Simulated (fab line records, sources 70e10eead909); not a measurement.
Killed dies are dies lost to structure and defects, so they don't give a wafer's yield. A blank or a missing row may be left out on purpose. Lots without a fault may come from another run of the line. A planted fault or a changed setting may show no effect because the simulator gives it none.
Chamber matching | flow nand_harc | NHARC_A_STAIRCASE_DESCUM_11 on rie_diel-08: 4 sister chambers
The step chemistry O2, time 3 s. 7 wafers are shown with their chamber, then 7 later ones without.

WAFERS WITH THEIR CHAMBER
wafer  | chamber | drypump_motor_current_A (A) | showerhead_plenum_p_Torr (Torr)
L077.5 | 3       | 5.1                         | 1.88
L084.1 | 3       | 5.2                         | 1.87
L087.1 | 0       | 5.8                         | 1.84
L087.3 | 1       | 6.6                         | 2.01
L087.5 | 1       | 6.6                         | 2.01
L089.4 | 2       | 5.8                         | 1.79
L089.5 | 2       | 5.8                         | 1.79

WAFERS WITHOUT THEIR CHAMBER
wafer  | drypump_motor_current_A (A) | showerhead_plenum_p_Torr (Torr)
L089.6 | 5.2                         | 1.87
L093.1 | 5.1                         | 1.87
L093.2 | 6.6                         | 2.01
L093.3 | 5.7                         | 1.84
L092.1 | 5.2                         | 1.87
L092.3 | 5.8                         | 1.78
L092.5 | 5.8                         | 1.79

WHICH CHAMBER EACH WENT THROUGH
wafer  | from the rows above | in truth
L089.6 | 3                   | 3
L093.1 | 3                   | 3
L093.2 | 1                   | 1
L093.3 | 0                   | 0
L092.1 | 3                   | 3
L092.3 | 2                   | 2
L092.5 | 2                   | 2
Placed correctly: 7 of 7. Can't be placed from these rows: 0. Placed wrongly: 0.
How it was worked out, from the rows above alone: a wafer's distance from a chamber is the root of the sum, over the readings, of the square of ((its reading less the chamber's mean) divided by the reading's scatter). The wafer belongs to the nearest chamber; if the next one is less than 2 further off, it can't be placed. A chamber's mean is the mean of its shown wafers. The scatter: the root of (the sum of the squares of (reading less its chamber's mean) over the shown wafers, divided by (wafers less chambers)).
